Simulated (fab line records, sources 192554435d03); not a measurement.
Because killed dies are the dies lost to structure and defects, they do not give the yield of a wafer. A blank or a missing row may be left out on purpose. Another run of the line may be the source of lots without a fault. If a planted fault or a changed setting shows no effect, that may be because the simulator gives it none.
Lot-split experiment | flow n5 finfet | 21 wafers read from 7 lots, route of 1938 steps

## ABOUT THE SPLIT
At N5_BEOL_M8_PECVD_70 (deposits SiO2 from TEOS/O2, target thk 20 nm, time 22.7 s), the setting temp c was moved away from the recipe's 400 C on 10 of the 21 wafers read, by -4.2% to +2.6%. This setting was run at the recipe's value on the other wafers.

## FROM THE SPLIT TO THE READING: what the file shows between them, 2 steps
- N5_BEOL_M8_DEVELOP_10: develop time 30 s (also split here: develop time s)
- N5_BEOL_M8_STRIP_80: strips in N2/H2, time 10 s

## THE READING
SiO2_of_BEOL_M8_PECVD_70.thk nm (the simulator's own value, which no gauge read), in nm, at N5_BEOL_M8_HM_STRIP_39 (strips TiN in peroxide tin strip, target depth 25 nm, time 158 s). There is no usual value for it anywhere in the file. Here, 11 wafers ran the recipe; their average is 19.6 nm with a standard deviation of 0.33 nm.

wafer  | tool, chamber at the split | temp c as run, C | against the recipe | SiO2_of_BEOL_M8_PECVD_70.thk nm, nm | against lot-mates on the recipe
L074.3 | pecvd-04, 0                | 390              | -2.5%              | 21.2                                | +1.6
L074.4 | pecvd-04, 2                | 390              | -2.5%              | 22                                  | +2.4
L074.6 | pecvd-04, 1                | 400              | recipe             | 19.6                                | -
L082.3 | pecvd-02, 2                | 410.4            | +2.6%              | 17.8                                | -1.4
L082.4 | pecvd-02, 1                | 410.4            | +2.6%              | 18.2                                | -1.0
L082.5 | pecvd-02, 2                | 400              | recipe             | 19.2                                | -
L084.2 | pecvd-04, 0                | 400              | recipe             | 19.2                                | -
L084.5 | pecvd-04, 2                | 400              | recipe             | 20.2                                | -
L084.6 | pecvd-04, 0                | 400              | recipe             | 19.6                                | -
L087.2 | pecvd-02, 1                | 400              | recipe             | 19.4                                | -
L087.3 | pecvd-02, 2                | 388.6            | -2.8%              | 20.6                                | +1.2
L087.4 | pecvd-02, 2                | 388.6            | -2.8%              | 21.4                                | +2.0
L089.3 | pecvd-04, 0                | 383.2            | -4.2%              | 21.6                                | +1.8
L089.4 | pecvd-04, 2                | 400              | recipe             | 19.8                                | -
L089.6 | pecvd-04, 0                | 383.2            | -4.2%              | 21.8                                | +2.0
L097.4 | pecvd-03, 1                | 400              | recipe             | 20.2                                | -
L097.5 | pecvd-03, 0,2              | 400              | recipe             | 19.4                                | -
L097.6 | pecvd-03, 0,2              | 400              | recipe             | 19.6                                | -
L096.1 | pecvd-02, 2                | 400              | recipe             | 19.4                                | -
L096.2 | pecvd-02, 0                | 407.7            | +1.9%              | 18.6                                | -0.8
L096.6 | pecvd-02, 0                | 407.7            | +1.9%              | 18.8                                | -0.6
If several chambers appear in one row, that row covers several wafers at once and the file leaves open which wafer was in which chamber.

THE FIT
A straight line over all 21 wafers: SiO2_of_BEOL_M8_PECVD_70.thk nm changes by -0.556 nm for each +1% of temp c; r = -0.94; the points scatter about the line by 0.4 nm.
The same after taking each lot's own level away (the mean of its wafers on the recipe; 21 wafers): -0.506 nm for each +1%; r = -0.94; scatter 0.38 nm.
That fit puts the effect of the largest move of temp c on the reading at 2.1 nm.
From 19.20 to 19.80 nm: that is the span of the lots' own levels, equal to 1.8 times the standard deviation above.
Hence the lot-to-lot level has little effect on the slope; both slopes agree.
Check: for one of the wafers moved furthest among these (-4.2%), held out of the fit, the line's prediction against its lot-mates is +2.35 nm. It came out at +1.8 nm against them.

## FURTHER SPLITS ON THESE WAFERS
Note: prior to the reading, these wafers also went through further splits. Each is held against what the fit with the lots' levels taken away leaves over:
other split on the same wafers       | wafers away from the commonest value | r with SiO2_of_BEOL_M8_PECVD_70.thk nm (lot level and that fit taken away)
N5_BEOL_M7_PECVD_70 temp c           | 6                                    | -0.41
N5_BEOL_M7_HM_DEP_02 target thk a    | 7                                    | +0.26
N5_BEOL_M8_DEVELOP_10 develop time s | 6                                    | +0.08

## THE WHOLE CHAIN: every reading that the file lists as answering this split, in the file's order
step                   | what it does                                                     | reading                                                                          | change (the file's fit)               | r (the file's)
N5_BEOL_M8_PECVD_70    | deposits SiO2 from TEOS/O2, target thk 20 nm, time 22.7 s        | SiO2_of_BEOL_M8_PECVD_70.thk nm (the simulator's own value, which no gauge read) | -0.505 nm for each +1% of the setting | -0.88
N5_BEOL_M8_HM_STRIP_39 | strips TiN in peroxide tin strip, target depth 25 nm, time 158 s | SiO2_of_BEOL_M8_PECVD_70.thk nm (the simulator's own value, which no gauge read) | -0.518 nm for each +1% of the setting | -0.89

## FILE'S OWN FIT
SiO2_of_BEOL_M8_PECVD_70.thk nm changes by -0.518 nm for each +1% of temp c, r = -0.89.
